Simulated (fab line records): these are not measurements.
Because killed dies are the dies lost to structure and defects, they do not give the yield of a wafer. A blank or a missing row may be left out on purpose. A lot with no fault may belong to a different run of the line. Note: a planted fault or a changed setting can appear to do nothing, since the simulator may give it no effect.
Matching of chambers -- flow n5Finfet -- N5_BEOL_M9_ETCH_61 on rieDiel-02 has 4 sister chambers
The step etches SiARC in CF4, target depth 39 nm, time 65 s. 24 wafers are shown with their chamber, then 12 later ones without.

WAFERS, EACH WITH ITS CHAMBER
wafer,chamber,throttleValvePct (%),drypumpMotorCurrentA (A),showerheadPlenumPTorr (Torr)
L076.1,0,16.02,5.1,2.21
L076.3,3,15.84,5.5,2.22
L076.4,3,15.87,5.5,2.22
L077.1,3,15.85,5.5,2.22
L077.4,2,15.27,5.0,2.28
L077.6,1,15.62,5.6,2.26
L078.1,3,15.87,5.5,2.22
L078.3,2,15.27,5.0,2.28
L078.6,1,15.61,5.6,2.26
L084.1,1,15.65,5.7,2.25
L084.3,0,16.04,5.2,2.21
L084.6,2,15.31,5.0,2.28
L088.1,2,15.31,5.0,2.28
L088.2,1,15.66,5.7,2.25
L088.5,2,15.29,5.0,2.28
L087.2,2,15.30,5.0,2.28
L087.4,0,16.06,5.2,2.21
L087.6,2,15.31,5.0,2.28
L090.1,2,15.31,5.0,2.28
L090.3,1,15.67,5.6,2.25
L090.5,1,15.67,5.7,2.25
L091.2,3,15.90,5.5,2.21
L091.3,1,15.67,5.6,2.25
L091.4,0,16.06,5.2,2.20

SIGNATURES (means of the wafers above)
reading,chamber 0,chamber 1,chamber 2,chamber 3,scatter within a chamber
throttleValvePct,16.0450,15.6500,15.2963,15.8660,0.0215
drypumpMotorCurrentA,5.175,5.643,5.000,5.500,0.0351
showerheadPlenumPTorr,2.2075,2.2529,2.2800,2.2180,0.00386
Rule: for each reading, subtract the chamber's mean from the wafer's reading, divide by that reading's scatter and square the result; add these up over the readings and take the root, which gives the wafer's distance from the chamber. The wafer belongs to the nearest chamber; if the next one is less than 2 further off, it can't be placed. The scatter: take each reading less its chamber's mean, square it, sum over the shown wafers, divide by the number of wafers less the number of chambers, and take the root.

WAFERS WHOSE CHAMBER IS MISSING
wafer,throttleValvePct (%),drypumpMotorCurrentA (A),showerheadPlenumPTorr (Torr)
L094.2,15.68,5.7,2.25
L094.5,15.66,5.6,2.25
L094.6,16.07,5.2,2.20
L092.1,15.33,5.0,2.27
L092.2,16.08,5.2,2.20
L092.5,15.34,5.0,2.27
L093.2,15.32,5.0,2.27
L093.4,15.67,5.7,2.25
L093.6,16.08,5.2,2.20
L096.1,15.69,5.6,2.25
L096.2,15.91,5.5,2.21
L096.3,15.35,5.0,2.27

WHICH CHAMBER EACH ONE RAN IN
wafer,from the rows above,in truth
L094.2,1,1
L094.5,1,1
L094.6,0,0
L092.1,2,2
L092.2,0,0
L092.5,2,2
L093.2,2,2
L093.4,1,1
L093.6,0,0
L096.1,1,1
L096.2,3,3
L096.3,2,2
Correct placement for 12 of the 12. From these rows, 0 cannot be placed. Wrongly placed: 0.
